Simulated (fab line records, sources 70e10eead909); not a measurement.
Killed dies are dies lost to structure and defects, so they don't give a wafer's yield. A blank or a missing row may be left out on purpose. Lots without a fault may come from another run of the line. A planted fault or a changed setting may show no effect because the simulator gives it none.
Chamber matching | flow nand_harc | NHARC_P_M0_ETCH_34 on rie_diel-03: 4 sister chambers
The step etches the open film in N2/H2, target depth 40 nm, overetch 12 nm, time 43.94 s. 4 wafers are shown with their chamber, then 9 later ones without.

WAFERS WITH THEIR CHAMBER
wafer  | chamber | showerhead_plenum_p_Torr (Torr)
L645.6 | 3       | 2.00
L650.1 | 2       | 2.09
L650.2 | 0       | 2.21
L650.5 | 1       | 1.94

WAFERS WITHOUT THEIR CHAMBER
wafer  | showerhead_plenum_p_Torr (Torr)
L658.2 | 2.20
L658.5 | 2.20
L658.6 | 1.93
L660.1 | 2.00
L660.4 | 1.93
L660.5 | 2.09
L661.3 | 2.00
L661.4 | 2.20
L661.6 | 2.00

WHICH CHAMBER EACH WENT THROUGH
wafer  | from the rows above | in truth
L658.2 | 0                   | 0
L658.5 | 0                   | 0
L658.6 | 1                   | 1
L660.1 | 3                   | 3
L660.4 | 1                   | 1
L660.5 | 2                   | 2
L661.3 | 3                   | 3
L661.4 | 0                   | 0
L661.6 | 3                   | 3
Placed correctly: 9 of 9. Can't be placed from these rows: 0. Placed wrongly: 0.
How it was worked out, from the rows above alone: a wafer's distance from a chamber is the root of the sum, over the readings, of the square of ((its reading less the chamber's mean) divided by the reading's scatter). The wafer belongs to the nearest chamber; if the next one is less than 2 further off, it can't be placed. A chamber's mean is the mean of its shown wafers. The scatter: with one shown wafer a chamber, the root of the mean of the squares of how far each hidden wafer lies from its nearest shown one.
